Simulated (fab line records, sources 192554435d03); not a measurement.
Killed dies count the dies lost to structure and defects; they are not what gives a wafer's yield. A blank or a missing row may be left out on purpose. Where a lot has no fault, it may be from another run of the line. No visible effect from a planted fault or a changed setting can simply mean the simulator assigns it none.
fab line records	flow n5-finfet
[record] lots = 11	wafers = 33	last-day = 18
route steps=1938 shown BEOL_M5@1141 PASSIVATION@1936
lots that met no fault: taken from a fault-free run of the same line
start-h: start of the lot's first displayed wafer, in hours after the record's first day	wait-h: hours elapsed since this lot's preceding step	" same as the row above	L1.1+2: several wafers, shown together as one row	- no value, or no start was given	* or withheld: withheld	< > ~ a bound
route shown NAME@n: a module of which the file shows steps, and the number in the route of the first	usual: the fault-free wafers' mean and standard deviation	same: alike in all rows	chamber/n: place in a boat	sites: readings site by site	_std_site: their standard deviation	_edge_site: inner sites' mean taken away from outer sites' mean	radius-mm: for every site, how far away it sits from the centre of the wafer	mask NAME#n: copy n	behind: the most recent tool/chamber to have shaped the wafer	hold: cause of the lot's hold/its duration in hours/its outcome	device: whichever transistor did not switch (one of n, p or np)	end of line: the same wafers' tests at the end of the route	a step without rows: its recipe alone	killed: dies lost to structure and defects at the first sort, not the wafer's yield	map: a wafer's dies, marking killed ones x, the rest . and places with no die _
set.NAME: the setting the step ran with; set.NAME@STEP: the setting that earlier step ran with	model.NAME: the simulator's own value behind a step, which no gauge read
steps of the route over a sample of lots; a table a step, a row a wafer
services: a tool's chamber out of use, with start hour (start-h, from the record's first day; less than 0 if before it), hours out, and reason
[[steps]]
[step N5_BEOL_M5_COAT_74]
[recipe] resist = underlayer	temp-c = 205	time-s = 60	spin-rpm = 1500	resist-thk-nm = 5
[usual] spin-speed-rpm = 1499.9/0.94
lot.wafer	tool	chamber	start-h	wait-h	spin-speed-rpm
L476.2	litho-track-02	0	183.64	-	1497.6
L476.5	"	0	"	"	1497.6
L476.6	"	0	"	"	1500.0
L479.1	litho-track-05	0	185.21	-	1498.7
L479.2	"	0	"	"	1499.3
L479.3	"	0	"	"	1499.0
L480.1	litho-track-04	0	199.11	-	1500.6
L480.5	"	0	"	"	1500.2
L480.6	"	0	"	"	1501.0
L481.3	litho-track-02	0	199.59	-	1500.5
L481.5	"	0	"	"	1499.6
L481.6	"	0	"	"	1500.5
L482.3	litho-track-02	0	208.26	-	1500.5
L482.4	"	0	"	"	1499.1
L482.6	"	0	"	"	1499.9
L489.1	litho-track-04	0	266.71	-	1499.9
L489.4	"	0	"	"	1499.8
L489.5	"	0	"	"	1501.7
L491.1	litho-track-02	0	272.14	-	1604.7
L491.4	"	0	"	"	1606.4
L491.6	"	0	"	"	1606.2
L493.2	litho-track-02	0	276.48	-	1604.1
L493.5	"	0	"	"	1604.1
L493.6	"	0	"	"	1604.1
L497.1	litho-track-04	0	299.12	-	1499.7
L497.3	"	0	"	"	1499.9
L497.4	"	0	"	"	1500.3
L498.3	litho-track-05	0	308.78	-	1500.9
L498.4	"	0	"	"	1499.8
L498.6	"	0	"	"	1501.4
L499.2	litho-track-04	0	314.06	-	1499.0
L499.3	"	0	"	"	1499.7
L499.5	"	0	"	"	1499.4
[step N5_BEOL_M5_CD_MEAS_28]
[recipe] target-cd-nm = 30.6	landing-energy-ev = 500	detector = se-inlens	target-cd-y-nm = 20	polarity = opening
[usual] cd-nm = 30.64/0.24
[same] landing-energy-ev = 500
lot.wafer	tool	chamber	start-h	wait-h	cd-nm
L476.2	cd-sem-03	0	184.04	-	30.81
L476.5	"	0	"	"	30.67
L476.6	"	0	"	"	31.11
L479.1	cd-sem-02	0	185.55	-	31.04
L479.2	"	0	"	"	30.72
L479.3	"	0	"	"	30.68
L480.1	cd-sem-02	0	199.38	-	30.70
L480.5	"	0	"	"	30.79
L480.6	"	0	"	"	30.89
L481.3	cd-sem-03	0	199.88	-	30.42
L481.5	"	0	"	"	30.16
L481.6	"	0	"	"	30.62
L482.3	cd-sem-03	0	208.66	-	30.54
L482.4	"	0	"	"	30.43
L482.6	"	0	"	"	31.07
L489.1	cd-sem-02	0	266.98	-	30.79
L489.4	"	0	"	"	30.87
L489.5	"	0	"	"	30.40
L491.1	cd-sem-03	0	272.41	-	30.17
L491.4	"	0	"	"	30.82
L491.6	"	0	"	"	30.67
L493.2	cd-sem-02	0	276.88	-	30.75
L493.5	"	0	"	"	30.73
L493.6	"	0	"	"	30.42
L497.1	cd-sem-01	0	299.52	-	30.27
L497.3	"	0	"	"	30.62
L497.4	"	0	"	"	30.60
L498.3	cd-sem-01	0	309.18	-	31.07
L498.4	"	0	"	"	30.83
L498.6	"	0	"	"	31.08
L499.2	cd-sem-01	0	314.38	-	30.51
L499.3	"	0	"	"	30.68
L499.5	"	0	"	"	30.84
[step N5_BEOL_M5_INSPECT_30]
[recipe] mode = adi	inspect-instrument = brightfield
[usual] raw-defect-count = 388/89
lot.wafer	tool	chamber	start-h	wait-h	raw-defect-count
L476.2	defect-inspect-01	-	184.12	0.0	377
L476.5	"	-	"	"	493
L476.6	"	-	"	"	383
L479.1	defect-inspect-01	-	185.63	0.1	270
L479.2	"	-	"	"	281
L479.3	"	-	"	"	339
L480.1	defect-inspect-02	-	199.47	0.1	361
L480.5	"	-	"	"	446
L480.6	"	-	"	"	383
L481.3	defect-inspect-02	-	199.97	0.0	395
L481.5	"	-	"	"	393
L481.6	"	-	"	"	409
L482.3	defect-inspect-02	-	208.74	0.0	635
L482.4	"	-	"	"	650
L482.6	"	-	"	"	593
L489.1	defect-inspect-01	-	267.07	0.1	334
L489.4	"	-	"	"	465
L489.5	"	-	"	"	333
L491.1	defect-inspect-01	-	272.50	0.1	376
L491.4	"	-	"	"	415
L491.6	"	-	"	"	301
L493.2	defect-inspect-01	-	276.97	0.1	389
L493.5	"	-	"	"	275
L493.6	"	-	"	"	337
L497.1	defect-inspect-01	-	299.61	0.1	454
L497.3	"	-	"	"	258
L497.4	"	-	"	"	438
L498.3	defect-inspect-01	-	309.27	0.0	403
L498.4	"	-	"	"	372
L498.6	"	-	"	"	375
L499.2	defect-inspect-01	-	314.47	0.1	337
L499.3	"	-	"	"	270
L499.5	"	-	"	"	262
[step N5_BEOL_M5_DESCUM_33]
[recipe] chemistry = O2	time-s = 7	source-power-w = 50	bias-power-w = 20	pressure-mtorr = 20	rf-frequency-hz = 2.712e+07	temp-c = 40	resist = CAR-EUV	o2-flow-sccm = 225
[usual] bias-power-w = 20.00/0.057	drypump-motor-current-A = 5.6/0.43	oes-product-au = 0.81/0.094	rf-vpp-V = 242.6/1.5	showerhead-plenum-p-Torr = 2.05/0.07	throttle-valve-pct = 20.19/0.21
lot.wafer	tool	chamber	start-h	wait-h	bias-power-w	drypump-motor-current-A	oes-product-au	rf-hours-counter-h	rf-vpp-V	showerhead-plenum-p-Torr	throttle-valve-pct
L476.2	rie-diel-01	1	184.16	0.0	20.00	5.8	0.84	76	242.9	2.03	20.10
L476.5	"	0	"	"	19.92	4.9	0.95	-	242.1	2.06	20.05
L476.6	"	3	"	"	19.99	5.6	0.75	-	244.9	2.17	20.16
L479.1	rie-diel-01	3	185.67	0.0	20.10	5.6	0.76	152	244.2	2.17	20.17
L479.2	"	2	"	"	19.96	5.2	0.77	134	241.9	2.02	20.35
L479.3	"	1	"	"	20.02	5.8	0.85	77	243.3	2.03	20.11
L480.1	rie-diel-01	0	199.52	0.0	19.96	4.9	0.93	11	244.0	2.06	20.04
L480.5	"	2	"	"	20.01	5.2	0.76	-	242.1	2.02	20.33
L480.6	"	1	"	"	20.00	5.8	0.83	-	241.1	2.03	20.09
L481.3	rie-diel-04	0	200.00	0.0	19.97	5.8	0.68	247	242.2	2.05	20.63
L481.5	"	1	"	"	19.98	5.7	0.75	-	241.4	1.93	20.25
L481.6	"	0	"	"	19.97	5.8	0.68	-	241.8	2.05	20.62
L482.3	rie-diel-04	0	208.78	0.0	19.98	5.8	0.68	248	242.9	2.05	20.64
L482.4	"	1	"	"	20.01	5.7	0.76	147	241.6	1.93	20.24
L482.6	"	2	"	"	20.04	6.2	0.87	-	244.3	2.12	19.95
L489.1	rie-diel-03	1	267.11	0.0	19.97	6.3	0.90	15	245.1	2.14	20.55
L489.4	"	1	"	"	19.94	6.3	0.91	-	243.8	2.14	20.53
L489.5	"	2	"	"	19.98	5.0	0.88	-	244.5	2.11	20.01
L491.1	rie-diel-01	2	272.99	0.5	19.84	5.2	0.76	165	242.2	2.01	20.40
L491.4	"	2	"	"	19.93	5.2	0.76	-	242.1	2.01	20.40
L491.6	"	1	"	"	19.93	5.8	0.81	-	241.8	2.02	20.14
L493.2	rie-diel-04	2	277.00	0.0	20.06	6.2	0.83	78	244.2	2.11	19.98
L493.5	"	3	"	"	19.96	5.2	0.67	-	239.8	1.97	20.29
L493.6	"	2	"	"	19.93	6.2	0.83	-	244.0	2.11	19.99
L497.1	rie-diel-03	1	299.68	0.1	19.97	6.3	0.88	25	245.0	2.14	20.53
L497.3	"	2	"	"	19.94	5.1	0.86	48	244.2	2.11	20.01
L497.4	"	0	"	"	19.98	6.0	0.95	12	243.2	2.03	19.79
L498.3	rie-diel-04	0	309.49	0.2	19.99	5.8	0.91	13	242.4	2.04	20.33
L498.4	"	1	"	"	19.92	5.7	0.72	180	239.6	1.92	20.30
L498.6	"	0	"	"	20.03	5.8	0.91	-	242.0	2.04	20.31
L499.2	rie-diel-01	2	314.51	0.0	19.97	5.2	0.75	178	240.3	2.01	20.41
L499.3	"	3	"	"	19.95	5.6	0.72	196	244.2	2.16	20.24
L499.5	"	1	"	"	19.93	5.8	0.81	-	243.6	2.02	20.16
[step N5_PASSIVATION_PROBE_49]
[usual] defect-limited-yield = 91.2/1.6	killed_at_M0_to_M3 = 34/11	killed_at_M4_up = 14/5.7	killed-at-contacts = 14/6.6	killed-at-front-end = 37/10	killed-at-other = 4/3.2	killed-dies = 104/19	killed-on-rim = 14/4.1	killed-open = 69/13	killed-short = 33/8.7	sort_bin_5_function = 5.1/1	sort_bin_6_memory = 3.3/0.76	sort_bin_8_speed = 0.00/0.016	sort-n-pass = 1076/19	sort-yield-pct = 91.2/1.6
[same] gross-dies = 1180	killed-at-back-side = 0	sort_bin_4_leakage[%] = 0
lot.wafer	tool	chamber	start-h	wait-h	defect-limited-yield[%]	killed_at_M0_to_M3	killed_at_M4_up	killed-at-contacts	killed-at-front-end	killed-at-other	killed-dies	killed-on-rim	killed-open	killed-short	sort_bin_5_function[%]	sort_bin_6_memory[%]	sort_bin_8_speed[%]	sort-n-pass	sort-yield-pct[%]
L476.2	prober-02	-	273.83	0.1	89.2	40	17	18	47	5	127	17	89	37	6.9	3.5	0	1053	89.2
L476.5	prober-02	-	273.98	0.2	87.9	52	19	13	55	4	143	20	105	38	7.7	4.0	0	1037	87.9
L476.6	prober-02	-	274.03	0.3	92.8	25	17	9	30	4	85	13	50	34	4.1	3.1	0	1095	92.8
L479.1	prober-02	-	275.76	0.0	89.5	28	29	15	47	5	124	26	77	38	5.8	3.7	0	1056	89.5
L479.2	prober-02	-	275.81	0.1	90.7	24	23	6	55	2	110	7	84	23	5.5	3.6	0	1070	90.7
L479.3	prober-02	-	275.86	0.1	92.9	37	14	3	30	0	84	10	57	26	4.2	2.6	0	1096	92.9
L481.3	prober-01	-	284.68	0.1	89.1	50	27	12	35	5	129	17	81	46	6.3	4.2	0	1051	89.1
L481.5	prober-01	-	284.78	0.2	88.8	50	22	18	40	2	132	20	92	40	7.3	3.7	0	1048	88.8
L481.6	prober-01	-	284.83	0.3	86.6	79	19	19	40	1	158	18	99	58	7.2	5.6	0	1022	86.6
L480.1	prober-02	-	291.53	0.0	93.8	25	5	13	29	1	73	9	48	25	3.6	2.3	0	1107	93.8
L480.5	prober-02	-	291.73	0.2	94.2	28	14	9	16	1	68	11	50	17	3.1	2.5	0	1112	94.2
L480.6	prober-02	-	291.78	0.3	93.0	32	11	10	28	2	83	11	56	26	3.7	3.1	0.08	1097	93.0
L482.3	prober-01	-	297.49	0.1	90.7	27	10	17	52	4	110	13	85	24	5.3	3.9	0	1070	90.7
L482.4	prober-01	-	297.54	0.2	92.0	28	10	14	38	4	94	7	62	32	5.3	2.5	0	1086	92.0
L482.6	prober-01	-	297.64	0.3	92.4	25	8	14	38	5	90	13	63	27	4.5	2.8	0	1090	92.4
L489.1	prober-02	-	360.52	0.0	91.9	28	9	9	48	1	95	17	66	29	4.8	2.9	0	1085	91.9
L489.4	prober-02	-	360.67	0.2	89.0	28	21	21	52	8	130	15	85	44	6.1	4.6	0	1050	89.0
L489.5	prober-02	-	360.72	0.2	90.5	21	21	21	42	7	112	12	76	36	6.3	3.0	0	1068	90.5
L491.1	prober-01	-	366.10	0.0	91.2	38	9	9	40	8	104	12	72	31	5.3	3.4	0	1076	91.2
L491.4	prober-01	-	366.25	0.2	90.9	36	9	10	48	4	107	10	64	38	5.7	2.7	0	1073	90.9
L491.6	prober-01	-	366.35	0.3	91.4	49	4	10	35	4	102	13	59	39	4.2	3.9	0	1078	91.4
L493.2	prober-02	-	379.13	0.1	90.7	40	14	16	40	0	110	16	74	36	5.5	3.1	0	1070	90.7
L493.5	prober-02	-	379.28	0.2	92.7	24	7	12	42	1	86	7	51	32	4.2	2.8	0	1094	92.7
L493.6	prober-02	-	379.33	0.3	92.2	31	12	15	34	0	92	11	61	31	4.7	2.8	0	1088	92.2
L497.1	prober-02	-	394.93	0.0	89.4	39	20	12	53	1	125	24	62	51	5.8	3.5	0	1055	89.4
L497.3	prober-02	-	395.03	0.1	91.2	26	20	15	40	3	104	19	65	36	4.7	3.7	0	1076	91.2
L497.4	prober-02	-	395.08	0.2	90.5	28	21	14	48	1	112	10	65	43	5.4	3.6	0	1068	90.5
L498.3	prober-02	-	404.29	0.5	89.4	40	14	20	49	2	125	17	78	40	5.3	4.7	0	1055	89.4
L498.4	prober-02	-	404.34	0.5	89.5	41	21	15	43	4	124	16	75	48	6.1	4.2	0	1056	89.5
L498.6	prober-02	-	404.44	0.6	89.2	44	11	24	43	6	128	18	77	51	6.2	4.2	0	1052	89.2
L499.2	prober-02	-	425.39	0.1	91.5	32	7	20	28	13	100	17	68	31	4.7	3.6	0	1080	91.5
L499.3	prober-02	-	425.44	0.1	91.1	35	17	11	29	13	105	14	53	52	4.8	3.6	0	1075	91.1
L499.5	prober-02	-	425.54	0.2	91.5	31	16	9	32	12	100	18	66	32	5.6	2.7	0	1080	91.5
// killed by level:class
L476.2 FIN_SAQP:geometric-particle:open=20 MOL_CONTACT_COAG:geometric-particle:open=16 BEOL_M0_SAQP:geometric-particle:short=9 BEOL_M1:geometric-particle:open=7 STI_FIN_REVEAL:geometric-particle:open=6 BEOL_M2:geometric-particle:open=6 BEOL_M3:geometric-particle:open=6 BEOL_M4:geometric-particle:open=6
L476.5 FIN_SAQP:geometric-particle:open=19 BEOL_M0_SAQP:geometric-particle:open=17 STI_FIN_REVEAL:geometric-particle:open=9 MOL_CONTACT_COAG:geometric-particle:open=9 BEOL_M0_SAQP:geometric-particle:short=9 BEOL_M2:geometric-particle:open=9 BEOL_M3:geometric-particle:open=8 BEOL_M8:geometric-particle:open=6
L476.6 FIN_SAQP:geometric-particle:open=8 MOL_CONTACT_COAG:geometric-particle:open=8 FIN_SAQP:geometric-particle:short=7 BEOL_M2:geometric-particle:open=6 GATE_CUT:geometric-particle:short=4 BEOL_M0_SAQP:geometric-particle:short=4 BEOL_M0:geometric-particle:open=4 BEOL_M4:geometric-particle:open=4
L479.1 BEOL_M4:geometric-particle:open=15 STI_FIN_REVEAL:geometric-particle:open=10 MOL_CONTACT_COAG:geometric-particle:open=10 BEOL_M0_SAQP:geometric-particle:short=9 BEOL_M1:geometric-particle:open=9 HKMG_FIN:area-etch=9 FIN_SAQP:geometric-particle:open=6 BEOL_M0_SAQP:geometric-particle:open=6
L479.2 STI_FIN_REVEAL:geometric-particle:open=13 BEOL_M4:geometric-particle:open=13 FIN_SAQP:geometric-particle:open=10 BEOL_M0_SAQP:geometric-particle:open=10 STARTING-WAFER:geometric-particle:open=9 BEOL_M1:geometric-particle:open=7 MOL_CONTACT_COAG:geometric-particle:open=6 FIN_SAQP:geometric-particle:short=3
L479.3 BEOL_M1:geometric-particle:open=11 BEOL_M2:geometric-particle:open=7 STI_FIN_REVEAL:geometric-particle:open=6 BEOL_M0_SAQP:geometric-particle:short=6 BEOL_M4:geometric-particle:open=5 BEOL_M1:geometric-particle:short=4 STARTING-WAFER:geometric-particle:open=4 ILD0:geometric-particle:open=3
L481.3 BEOL_M4:geometric-particle:open=18 MOL_CONTACT_COAG:geometric-particle:open=11 BEOL_M0_SAQP:geometric-particle:open=11 BEOL_M0_SAQP:geometric-particle:short=11 FIN_SAQP:geometric-particle:open=10 BEOL_M1:geometric-particle:open=9 FIN_SAQP:geometric-particle:short=7 BEOL_M1:geometric-particle:short=6
L481.5 MOL_CONTACT_COAG:geometric-particle:open=14 BEOL_M1:geometric-particle:open=13 BEOL_M4:geometric-particle:open=13 FIN_SAQP:geometric-particle:short=9 BEOL_M0_SAQP:geometric-particle:short=9 BEOL_M0:geometric-particle:open=8 BEOL_M3:geometric-particle:open=6 FIN_SAQP:geometric-particle:open=5
L481.6 BEOL_M0_SAQP:geometric-particle:open=25 BEOL_M0_SAQP:geometric-particle:short=23 MOL_CONTACT_COAG:geometric-particle:open=17 FIN_SAQP:geometric-particle:short=12 BEOL_M1:geometric-particle:open=10 BEOL_M4:geometric-particle:open=10 BEOL_M2:geometric-particle:open=9 FIN_SAQP:geometric-particle:open=5
L480.1 STI_FIN_REVEAL:geometric-particle:open=12 MOL_CONTACT_COAG:geometric-particle:open=11 BEOL_M1:geometric-particle:open=6 BEOL_M2:geometric-particle:open=4 BEOL_M0_SAQP:geometric-particle:open=4 BEOL_M1:geometric-particle:short=3 BEOL_M3:geometric-particle:short=3 FIN_SAQP:geometric-particle:short=2
L480.5 MOL_CONTACT_COAG:geometric-particle:open=8 BEOL_M0_SAQP:geometric-particle:open=8 BEOL_M1:geometric-particle:open=7 BEOL_M3:geometric-particle:open=4 STARTING-WAFER:geometric-particle:open=4 BEOL_M0_SAQP:geometric-particle:short=3 BEOL_M4:geometric-particle:open=3 FIN_SAQP:geometric-particle:open=2
L480.6 STI_FIN_REVEAL:geometric-particle:open=7 MOL_CONTACT_COAG:geometric-particle:open=7 BEOL_M1:geometric-particle:open=7 FIN_SAQP:geometric-particle:short=6 BEOL_M0_SAQP:geometric-particle:short=5 BEOL_M0_SAQP:geometric-particle:open=5 BEOL_M0:geometric-particle:open=5 FIN_SAQP:geometric-particle:open=4
L482.3 STI_FIN_REVEAL:geometric-particle:open=27 MOL_CONTACT_COAG:geometric-particle:open=15 BEOL_M3:geometric-particle:open=11 BEOL_M1:geometric-particle:open=8 STI_FIN_REVEAL:geometric-particle:short=6 GATE_CUT:geometric-particle:short=6 BEOL_M4:geometric-particle:open=6 GATE_CUT:geometric-particle:open=4
L482.4 BEOL_M1:geometric-particle:short=12 MOL_CONTACT_COAG:geometric-particle:open=10 STI_FIN_REVEAL:geometric-particle:open=9 DUMMY_GATE:geometric-particle:open=7 BEOL_M1:geometric-particle:open=5 BEOL_M3:geometric-particle:open=5 FIN_SAQP:geometric-particle:short=4 FIN_SAQP:geometric-particle:open=4
L482.6 STI_FIN_REVEAL:geometric-particle:open=14 MOL_CONTACT_COAG:geometric-particle:open=13 FIN_SAQP:geometric-particle:open=7 FIN_SAQP:geometric-particle:short=5 BEOL_M0_SAQP:geometric-particle:open=5 BEOL_M3:geometric-particle:short=4 BEOL_M3:geometric-particle:open=4 BEOL_M0_SAQP:geometric-particle:short=3
L489.1 STI_FIN_REVEAL:geometric-particle:open=12 FIN_SAQP:geometric-particle:short=9 MOL_CONTACT_COAG:geometric-particle:open=8 BEOL_M2:geometric-particle:open=8 STARTING-WAFER:geometric-particle:open=7 BEOL_M0_SAQP:geometric-particle:short=6 FIN_SAQP:geometric-particle:open=5 BEOL_M4:geometric-particle:open=4
L489.4 STI_FIN_REVEAL:geometric-particle:open=15 MOL_CONTACT_COAG:geometric-particle:open=14 BEOL_M0_SAQP:geometric-particle:open=13 GATE_CUT:geometric-particle:short=7 MOL_CONTACT_COAG:geometric-particle:short=7 BEOL_M4:geometric-particle:open=7 GATE_CUT:geometric-particle:open=6 FIN_SAQP:geometric-particle:short=5
L489.5 MOL_CONTACT_COAG:geometric-particle:open=17 GATE_CUT:geometric-particle:short=11 STI_FIN_REVEAL:geometric-particle:open=10 BEOL_M2:geometric-particle:open=6 MOL_CONTACT_COAG:geometric-particle:short=4 GATE_CUT:geometric-particle:open=4 BEOL_M7:geometric-particle:open=4 PASS1_CAP:geometric-particle:open=4
L491.1 BEOL_M1:geometric-particle:open=11 BEOL_M3:geometric-particle:open=8 BEOL_M0_SAQP:geometric-particle:open=7 STI_FIN_REVEAL:geometric-particle:open=6 GATE_CUT:geometric-particle:short=6 MOL_CONTACT_COAG:geometric-particle:open=6 BEOL_M0_SAQP:geometric-particle:short=6 GATE_CUT:geometric-particle:open=5
L491.4 FIN_SAQP:geometric-particle:short=12 STI_FIN_REVEAL:geometric-particle:open=10 BEOL_M0_SAQP:geometric-particle:short=7 BEOL_M2:geometric-particle:open=7 FIN_SAQP:geometric-particle:open=6 MOL_CONTACT_COAG:geometric-particle:open=5 BEOL_M1:geometric-particle:open=5 MOL_CONTACT_COAG:geometric-particle:short=4
L491.6 BEOL_M0_SAQP:geometric-particle:open=15 BEOL_M0_SAQP:geometric-particle:short=9 MOL_CONTACT_COAG:geometric-particle:open=8 ILD0:geometric-particle:short=7 BEOL_M1:geometric-particle:open=7 BEOL_M3:geometric-particle:open=5 FIN_SAQP:geometric-particle:open=4 STI_FIN_REVEAL:geometric-particle:open=4
L493.2 FIN_SAQP:geometric-particle:short=13 MOL_CONTACT_COAG:geometric-particle:open=13 BEOL_M2:geometric-particle:open=10 BEOL_M3:geometric-particle:open=9 FIN_SAQP:geometric-particle:open=7 BEOL_M1:geometric-particle:open=7 BEOL_M0_SAQP:geometric-particle:short=5 GATE_CUT:geometric-particle:short=5
L493.5 MOL_CONTACT_COAG:geometric-particle:open=10 FIN_SAQP:geometric-particle:short=8 BEOL_M0_SAQP:geometric-particle:short=6 BEOL_M1:geometric-particle:open=6 STI_FIN_REVEAL:geometric-particle:open=5 BEOL_M0_SAQP:geometric-particle:open=5 STARTING-WAFER:geometric-particle:short=5 STARTING-WAFER:geometric-particle:open=4
L493.6 MOL_CONTACT_COAG:geometric-particle:open=13 BEOL_M1:geometric-particle:open=11 FIN_SAQP:geometric-particle:open=9 BEOL_M3:geometric-particle:open=8 GATE_CUT:geometric-particle:short=7 FIN_SAQP:geometric-particle:short=5 BEOL_M2:geometric-particle:open=4 BEOL_M2:geometric-particle:short=4
L497.1 FIN_SAQP:geometric-particle:open=12 FIN_SAQP:geometric-particle:short=11 BEOL_M1:geometric-particle:open=10 HKMG_FIN:area-etch=9 BEOL_M0:geometric-particle:short=7 BEOL_M5:geometric-particle:open=6 MOL_CONTACT_COAG:geometric-particle:short=6 MOL_CONTACT_COAG:geometric-particle:open=6
L497.3 MOL_CONTACT_COAG:geometric-particle:open=13 BEOL_M4:geometric-particle:open=9 STI_FIN_REVEAL:geometric-particle:open=8 BEOL_M2:geometric-particle:open=7 FIN_SAQP:geometric-particle:open=6 FIN_SAQP:geometric-particle:short=5 GATE_CUT:geometric-particle:short=5 BEOL_M0_SAQP:geometric-particle:open=4
L497.4 FIN_SAQP:geometric-particle:short=16 MOL_CONTACT_COAG:geometric-particle:open=12 STI_FIN_REVEAL:geometric-particle:open=9 FIN_SAQP:geometric-particle:open=7 BEOL_M4:geometric-particle:open=6 BEOL_M4:geometric-particle:short=5 STARTING-WAFER:geometric-particle:short=5 BEOL_M1:geometric-particle:open=4
L498.3 MOL_CONTACT_COAG:geometric-particle:open=16 BEOL_M2:geometric-particle:open=13 FIN_SAQP:geometric-particle:short=11 GATE_CUT:geometric-particle:short=8 BEOL_M0_SAQP:geometric-particle:short=7 FIN_SAQP:geometric-particle:open=6 BEOL_M0_SAQP:geometric-particle:open=6 STI_FIN_REVEAL:geometric-particle:open=5
L498.4 MOL_CONTACT_COAG:geometric-particle:open=13 FIN_SAQP:geometric-particle:short=11 BEOL_M3:geometric-particle:open=11 BEOL_M2:geometric-particle:open=10 FIN_SAQP:geometric-particle:open=6 STI_FIN_REVEAL:geometric-particle:open=6 GATE_CUT:geometric-particle:short=6 BEOL_M0_SAQP:geometric-particle:open=6
L498.6 MOL_CONTACT_COAG:geometric-particle:open=20 FIN_SAQP:geometric-particle:short=16 STI_FIN_REVEAL:geometric-particle:open=10 BEOL_M1:geometric-particle:open=8 BEOL_M0_SAQP:geometric-particle:short=7 BEOL_M0:geometric-particle:open=7 FIN_SAQP:geometric-particle:open=6 DUMMY_GATE:geometric-particle:open=5
L499.2 MOL_CONTACT_COAG:geometric-particle:open=17 BEOL_M3:geometric-particle:open=9 BEOL_M0_SAQP:geometric-particle:open=6 FIN_SAQP:geometric-particle:short=5 FIN_SAQP:geometric-particle:open=4 BEOL_M0_SAQP:geometric-particle:short=4 BEOL_M2:geometric-particle:open=4 BEOL_M4:geometric-particle:open=4
L499.3 BEOL_M3:geometric-particle:open=12 FIN_SAQP:geometric-particle:short=11 BEOL_M4:geometric-particle:open=8 MOL_CONTACT_COAG:geometric-particle:open=7 BEOL_M1:geometric-particle:open=6 MOL_CONTACT_COAG:geometric-particle:short=4 BEOL_M4:geometric-particle:short=4 PAD_METAL:geometric-particle:open=4
L499.5 FIN_SAQP:geometric-particle:open=8 MOL_CONTACT_COAG:geometric-particle:open=8 BEOL_M0_SAQP:geometric-particle:open=7 BEOL_M0:geometric-particle:open=6 BEOL_M1:geometric-particle:open=6 PASS1_CAP:geometric-particle:open=6 FIN_SAQP:geometric-particle:short=5 BEOL_M4:geometric-particle:open=5
[[services]]
tool	chamber	start-h	hours	kind
rie-diel-01	1	186.61	6.5	repair
rie-diel-04	3	198.65	1.7	repair
rie-diel-03	1	213.86	-	clean
rie-diel-03	1	213.86	-	consumable-replace:focus-ring
rie-diel-03	1	213.86	20.2	scheduled-down
rie-diel-03	1	213.86	20.2	vent-cycle
rie-diel-01	1	218.33	2.2	repair
rie-diel-03	0	234.11	-	clean
rie-diel-03	0	234.11	-	consumable-replace:focus-ring
rie-diel-03	0	234.11	26.9	scheduled-down
rie-diel-03	0	234.11	26.9	vent-cycle
rie-diel-04	0	235.68	-	clean
rie-diel-04	0	235.68	-	consumable-replace:focus-ring
rie-diel-04	0	235.68	26.3	scheduled-down
rie-diel-04	0	235.68	26.3	vent-cycle
rie-diel-04	-	237.68	2.8	pm
rie-diel-01	0	254.85	1.3	repair
rie-diel-03	3	261.00	-	clean
rie-diel-03	3	261.00	-	consumable-replace:focus-ring
rie-diel-03	3	261.00	17.3	scheduled-down
rie-diel-03	3	261.00	17.3	vent-cycle
rie-diel-01	0	269.55	3.6	repair
rie-diel-04	-	288.48	2.1	repair
rie-diel-01	1	305.80	8.6	repair
[[key]]
[first-sign] step = N5_BEOL_M5_COAT_74	reading = spin-speed-rpm	direction = up	sigmas = 99+	usual = *	struck = *
effect none on later readings
met-at N5_BEOL_M5_COAT_74
struck-lots L491,L493
not-acting-at N5_BEOL_M5_CD_MEAS_28,N5_BEOL_M5_INSPECT_30,N5_BEOL_M5_DESCUM_33
onset-between 208.26 272.14
[fault] kind = process-parameter-drift	tool = litho-track-02	chamber = -	onset-h = 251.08	steps = N5_BEOL_M5_COAT_74	channel = spin-rpm	offset = *	shape = step	end-h = 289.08	acts-in = *	stated = *
